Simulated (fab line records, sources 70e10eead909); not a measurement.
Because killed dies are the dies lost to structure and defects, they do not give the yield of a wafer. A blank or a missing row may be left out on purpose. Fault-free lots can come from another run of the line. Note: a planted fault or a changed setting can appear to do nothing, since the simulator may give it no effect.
Which of the tools did it? :: flow nand-harc :: 7 lots, 21 wafers sampled, at 3 steps of a route of 1302

## WHAT THE GAUGES SHOWED, per wafer
NHARC_A_M0_OVL_MEAS_10: pitch 160 nm.
lot: L480
measured: day 23 09:34
on: overlay-01
overlay-x-nm (nm): 0.5 0.2 0.7

lot: L485
measured: day 24 10:12
on: overlay-02
overlay-x-nm (nm): - - -

lot: L490
measured: day 27 23:43
on: overlay-01
overlay-x-nm (nm): 0.0 0.3 0.3

lot: L495
measured: day 29 20:19
on: overlay-01
overlay-x-nm (nm): -0.3 -0.5 -0.5

lot: L500
measured: day 30 17:48
on: overlay-01
overlay-x-nm (nm): 0.6 0.8 0.2

lot: L502
measured: day 30 23:28
on: overlay-01
overlay-x-nm (nm): 0.1 0.2 0.0

lot: L503
measured: day 32 09:30
on: overlay-02
overlay-x-nm (nm): 0.1 -0.2 0.4

## TOOL THAT RAN EACH LOT (tool first, then ch and the chambers of the sampled wafers, then the start)
lot: L480
NHARC_A_BLC_ETCH_18: rie-diel-08 ch 1,2,3, day 23 09:21 or earlier
NHARC_A_M0_EXPOSE_06: arfi-scanner-01 ch 0, day 23 09:21

lot: L485
NHARC_A_BLC_ETCH_18: rie-diel-12 ch 0,2,3, day 24 09:57 or earlier
NHARC_A_M0_EXPOSE_06: arfi-scanner-02, day 24 09:57

lot: L490
NHARC_A_BLC_ETCH_18: rie-diel-12 ch 0,1,2, day 27 23:29 or earlier
NHARC_A_M0_EXPOSE_06: arfi-scanner-01 ch 0, day 27 23:29

lot: L495
NHARC_A_BLC_ETCH_18: rie-diel-01 ch 0,1, day 29 20:06 or earlier
NHARC_A_M0_EXPOSE_06: arfi-scanner-02 ch 0, day 29 20:06

lot: L500
NHARC_A_BLC_ETCH_18: rie-diel-01 ch 0,1,3, day 30 17:35 or earlier
NHARC_A_M0_EXPOSE_06: arfi-scanner-02 ch 0, day 30 17:35

lot: L502
NHARC_A_BLC_ETCH_18: rie-diel-01 ch 0,1,2, day 30 23:14 or earlier
NHARC_A_M0_EXPOSE_06: arfi-scanner-01 ch 0, day 30 23:14

lot: L503
NHARC_A_BLC_ETCH_18: rie-diel-01 ch 1,2,3, day 32 09:17 or earlier
NHARC_A_M0_EXPOSE_06: arfi-scanner-02 ch 0, day 32 09:17
- NHARC_A_BLC_ETCH_18: etches the open film in C4F8/O2/Ar, target depth 910 nm.
- NHARC_A_M0_EXPOSE_06: exposes mask A M0, target cd 80 nm.

## THE ANSWER, worked out from the rows above alone
Rule: what is usual is taken from the lots themselves. The widest of any qualifying gaps counts: lots, ordered by their means at a reading, are off when they make up no more than a third of the lots, leave a main group of 4 or more, and stand apart from it by 3 or more times the standard deviation of that group's means. A main group is skipped when, at the precision printed for the reading in the tables above, its means are all equal. A lot without any number at a reading at which 4 lots or more have one is off too. All remaining lots with rows at the step are treated as sound.
Off at NHARC_A_M0_OVL_MEAS_10 (overlay-x-nm): L485. Without a number there: L485. The main group: mean 0.2 nm, standard deviation 0.31.
If a tool, at a process step before that reading, ran all the lots that are off and no sound lot after the first of them, it fits. Those tools and the gauges at NHARC_A_M0_OVL_MEAS_10 are tried in the same way. NHARC_A_BLC_ETCH_18 gives no start for some lots, so the hours and the order of its lots are those of NHARC_A_M0_EXPOSE_06. Of those tried, none fits.

## WHAT THE SIMULATOR HAD PUT IN
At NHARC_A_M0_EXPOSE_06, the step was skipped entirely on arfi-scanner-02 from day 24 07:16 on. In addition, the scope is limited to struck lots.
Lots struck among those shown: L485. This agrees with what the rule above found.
